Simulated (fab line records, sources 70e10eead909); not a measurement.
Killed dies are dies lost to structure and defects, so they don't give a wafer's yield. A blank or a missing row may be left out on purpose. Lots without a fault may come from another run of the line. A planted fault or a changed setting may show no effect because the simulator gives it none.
fab line records | flow nand_harc | part 2 of 2: steps 25 to 30 of 30
record lots=5 wafers=15 last_day=24
route steps=1159 shown A_STAIRCASE@591
lots that met no fault: from a run of the same line without faults
start_h: hours from the record's first day to the start of the lot's first wafer shown | wait_h: hours since the lot's step before | " the same as in the row above | L1.1+2: a row that stands for several wafers | - no value, or no start given | * or withheld: withheld | < > ~ a bound
route shown NAME@n: a module of which the file shows steps, and the number in the route of the first | usual: mean/standard deviation of fault-free wafers | same: alike in all rows | chamber/n: place in a boat | sites: the reading at each site | _std_site: their standard deviation | _edge_site: outer sites' mean less inner sites' | radius_mm: how far each site lies from the wafer's centre | mask NAME#n: copy n | behind: the tool/chamber that last shaped the wafer | hold: why the lot was held/for how many hours/how that ended | device: the transistor (n, p or np) that didn't switch | end of line: the same wafers' tests at the end of the route | a step without rows: its recipe alone | killed: dies lost to structure and defects at the first sort, not the wafer's yield | map: a wafer's dies, x killed, . not, _ none there
set.NAME: the setting as run; set.NAME@STEP: as run at that earlier step | model.NAME: the simulator's own value behind a step, which no gauge read
lots at some steps of the route; a table a step, a row a wafer
services: from which hour (start_h, from the record's first day; less than 0 if before it) a tool's chamber was out of use, for how many hours, and why
## steps
# step NHARC_A_STAIRCASE_ETCH_223
# recipe target_depth_a=1000 time_s=40.5 ion_energy_ev=400 c4f8_flow_sccm=20 o2_flow_sccm=10 ar_flow_sccm=withheld rf_w=600 bias_w=1000 chemistry=C4F8/O2
# usual oes_product_au=0.940/0.014 rf_vpp_V=897/5.3
# columns lot.wafer tool chamber start_h wait_h oes_product_au rf_hours_counter_h rf_vpp_V
L074.3 rie_diel-02 0 - - 0.924 34 887
L074.2 " 2 " " 0.928 35 897
L074.6 " 0 " " 0.915 - 887
L079.4 rie_diel-07 1 - - 0.965 13 895
L079.1 " 2 " " 0.968 13 903
L079.5 " 0 " " 0.953 - 902
L086.2 rie_diel-07 1 - - 0.950 28 894
L086.3 " 2 " " 0.932 32 902
L086.5 " 1 " " 0.944 - 895
L088.4 rie_diel-06 2 - - 0.944 25 899
L088.2 " 0 " " 0.968 30 891
L088.5 " 2 " " 0.931 - 898
L096.2 rie_diel-06 3 - - 0.943 45 896
L096.3 " 0 " " 0.974 46 891
L096.4 " 1 " " 0.956 44 895
# step NHARC_A_STAIRCASE_TRIM_224
# recipe time_s=211.2 o2_flow_sccm=500 ar_flow_sccm=0 bias_w=0 chemistry=O2
# usual drypump_motor_current_A=6.1/0.38 oes_product_au=0.999/0.011 rf_vpp_V=57.9/0.95 showerhead_plenum_p_Torr=3.54/0.15 throttle_valve_pct=17.037/0.0087
# columns lot.wafer tool chamber start_h wait_h drypump_motor_current_A oes_product_au rf_hours_counter_h rf_vpp_V showerhead_plenum_p_Torr throttle_valve_pct
L074.2 rie_diel-02 3 - - 5.8 0.991 35 57.9 3.29 17.035
L074.3 " 0 " " 5.7 0.992 34 56.2 3.28 17.029
L074.6 " 0 " " 5.7 0.991 - 56.7 3.28 17.023
L079.4 rie_diel-07 1 - - 5.5 1.018 13 58.0 3.49 17.046
L079.1 " 2 " " 6.0 1.001 13 57.3 3.76 17.029
L079.5 " 1 " " 5.5 1.011 - 58.8 3.49 17.046
L086.3 rie_diel-07 1 - - 5.4 1.010 28 57.4 3.49 17.019
L086.2 " 3 " " 5.5 0.984 32 59.3 3.67 17.041
L086.5 " 0 " " 6.3 1.012 - 58.0 3.67 17.032
L088.4 rie_diel-06 0 - - 6.3 1.017 30 56.5 3.36 17.042
L088.2 " 1 " " 6.2 1.008 30 57.9 3.50 17.026
L088.5 " 3 " " 5.8 0.998 - 58.3 3.59 17.031
L096.4 rie_diel-06 2 - - 6.5 0.978 40 59.2 3.58 17.048
L096.3 " 3 " " 5.7 0.994 45 56.4 3.58 17.033
L096.2 " 0 " " 6.4 1.000 46 59.5 3.35 17.036
# step NHARC_A_STAIRCASE_ETCH_225
# recipe target_depth_a=1000 time_s=40.5 ion_energy_ev=400 c4f8_flow_sccm=20 o2_flow_sccm=10 ar_flow_sccm=withheld rf_w=600 bias_w=1000 chemistry=C4F8/O2
# usual oes_product_au=0.942/0.012 rf_vpp_V=897/5.2
# columns lot.wafer tool chamber start_h wait_h oes_product_au rf_hours_counter_h rf_vpp_V
L074.3 rie_diel-02 2 - - 0.932 35 899
L074.2 " 3 " " 0.925 35 887
L074.6 " 0 " " 0.924 - 887
L079.1 rie_diel-07 0 - - 0.955 14 901
L079.4 " 3 " " 0.947 13 902
L079.5 " 0 " " 0.950 - 902
L086.2 rie_diel-07 0 - - 0.938 34 900
L086.3 " 1 " " 0.940 28 895
L086.5 " 2 " " 0.944 - 904
L088.4 rie_diel-06 3 - - 0.943 30 897
L088.2 " 2 " " 0.936 25 898
L088.5 " 0 " " 0.959 - 888
L096.3 rie_diel-06 1 - - 0.958 44 894
L096.2 " 3 " " 0.941 45 898
L096.4 " 0 " " 0.963 46 888
# step NHARC_A_STAIRCASE_TRIM_226
# recipe time_s=211.2 o2_flow_sccm=500 ar_flow_sccm=0 bias_w=0 chemistry=O2
# usual drypump_motor_current_A=6.1/0.37 oes_product_au=1.000/0.012 rf_vpp_V=57.9/0.91 showerhead_plenum_p_Torr=3.55/0.14 throttle_valve_pct=17.037/0.0097
# columns lot.wafer tool chamber start_h wait_h drypump_motor_current_A oes_product_au rf_hours_counter_h rf_vpp_V showerhead_plenum_p_Torr throttle_valve_pct
L074.2 rie_diel-02 3 - - 5.8 0.991 35 58.6 3.29 17.032
L074.3 " 0 " " 5.7 0.982 34 57.9 3.28 17.054
L074.6 " 3 " " 5.9 0.995 - 56.5 3.29 17.047
L079.4 rie_diel-07 3 - - 5.5 0.993 14 57.7 3.68 17.033
L079.1 " 0 " " 6.3 1.001 14 58.6 3.69 17.030
L079.5 " 2 " " 6.0 1.007 - 57.9 3.76 17.038
L086.3 rie_diel-07 3 - - 5.5 0.982 32 58.1 3.67 17.040
L086.2 " 1 " " 5.5 1.006 28 57.3 3.49 17.054
L086.5 " 0 " " 6.3 1.012 - 57.9 3.67 17.037
L088.4 rie_diel-06 2 - - 6.4 0.990 25 58.5 3.58 17.037
L088.2 " 0 " " 6.3 1.008 30 57.0 3.36 17.044
L088.5 " 3 " " 5.7 1.007 - 58.1 3.59 17.031
L096.4 rie_diel-06 0 - - 6.3 1.008 46 57.5 3.35 17.041
L096.3 " 2 " " 6.5 0.986 40 58.8 3.58 17.044
L096.2 " 3 " " 5.7 1.008 45 56.9 3.58 17.042
# step NHARC_A_STAIRCASE_ETCH_227
# recipe target_depth_a=1000 time_s=40.5 ion_energy_ev=400 c4f8_flow_sccm=20 o2_flow_sccm=10 ar_flow_sccm=withheld rf_w=600 bias_w=1000 chemistry=C4F8/O2
# usual oes_product_au=0.943/0.011 rf_vpp_V=897/5.5
# columns lot.wafer tool chamber start_h wait_h oes_product_au rf_hours_counter_h rf_vpp_V
L074.3 rie_diel-02 0 - - 0.947 34 886
L074.2 " 1 " " 0.949 31 901
L074.6 " 1 " " 0.948 - 902
L079.4 rie_diel-07 2 - - 0.944 14 905
L079.1 " 3 " " 0.930 14 904
L079.5 " 1 " " 0.948 - 895
L086.2 rie_diel-07 1 - - 0.948 28 894
L086.3 " 3 " " 0.923 32 900
L086.5 " 2 " " 0.943 - 904
L088.2 rie_diel-06 2 - - 0.942 25 896
L088.4 " 0 " " 0.971 30 891
L088.5 " 1 " " 0.958 - 896
L096.2 rie_diel-06 0 - - 0.948 46 891
L096.4 " 1 " " 0.954 45 895
L096.3 " 2 " " 0.934 40 896
# step NHARC_A_STAIRCASE_TRIM_229
# recipe time_s=211.2 o2_flow_sccm=500 ar_flow_sccm=0 bias_w=0 chemistry=O2
# usual drypump_motor_current_A=6.1/0.37 oes_product_au=0.998/0.011 rf_vpp_V=57.9/0.99 showerhead_plenum_p_Torr=3.56/0.13 throttle_valve_pct=17.037/0.0093
# columns lot.wafer tool chamber start_h wait_h drypump_motor_current_A oes_product_au rf_hours_counter_h rf_vpp_V showerhead_plenum_p_Torr throttle_valve_pct
L074.3 rie_diel-07 0 243.35 0.1 6.3 1.010 2 58.1 3.69 17.036
L074.2 " 3 " " 5.5 0.981 2 59.3 3.69 17.046
L074.6 " 1 " " 5.4 1.016 - 56.9 3.50 17.029
L079.1 rie_diel-07 1 273.72 0.1 5.5 1.019 14 59.5 3.49 17.051
L079.4 " 2 " " 6.0 1.011 14 59.5 3.76 17.048
L079.5 " 1 " " 5.4 1.008 - 57.9 3.49 17.037
L086.2 rie_diel-06 3 330.85 0.1 5.7 0.997 29 57.7 3.59 17.024
L086.3 " 0 " " 6.4 1.009 29 57.8 3.36 17.049
L086.5 " 3 " " 5.7 0.992 - 58.4 3.59 17.040
L088.2 rie_diel-06 0 333.10 0.1 6.3 1.006 30 56.8 3.36 17.039
L088.4 " 2 " " 6.4 0.993 25 58.3 3.58 17.042
L088.5 " 0 " " 6.3 1.017 - 56.7 3.36 17.051
L096.4 rie_diel-06 1 375.74 0.1 6.2 1.007 45 59.2 3.49 17.037
L096.3 " 2 " " 6.5 0.989 40 57.8 3.58 17.044
L096.2 " 3 " " 5.7 0.995 45 58.4 3.58 17.041
## services
# columns tool chamber start_h hours kind
rie_diel-06 0 220.33 - clean
rie_diel-06 1 220.33 - clean
rie_diel-06 2 220.33 - clean
rie_diel-06 3 220.33 - clean
rie_diel-07 - 228.23 9.0 pm
plasma_asher-02 - 234.84 7.2 repair
rie_diel-06 - 241.20 9.0 pm
plasma_asher-02 - 243.10 24.9 repair
krf_scanner-04 - 257.11 0.8 repair
plasma_asher-01 - 276.00 9.0 pm
krf_scanner-04 - 286.73 1.4 repair
rie_diel-07 1 287.55 13.4 repair
wet_bench-09 - 288.80 8.0 pm
rie_diel-06 2 289.33 6.8 repair
krf_scanner-04 - 298.00 4.0 pm
wet_bench-06 - 305.60 8.0 pm
rie_diel-02 0 318.79 4.1 repair
rie_diel-02 - 327.76 9.0 pm
wet_bench-04 - 339.20 8.0 pm
litho_track-02 - 340.00 7.0 pm
krf_scanner-03 - 340.11 4.0 pm
krf_scanner-04 - 354.57 2.7 repair
rie_diel-06 3 360.12 2.1 repair
plasma_asher-02 - 360.31 9.0 pm
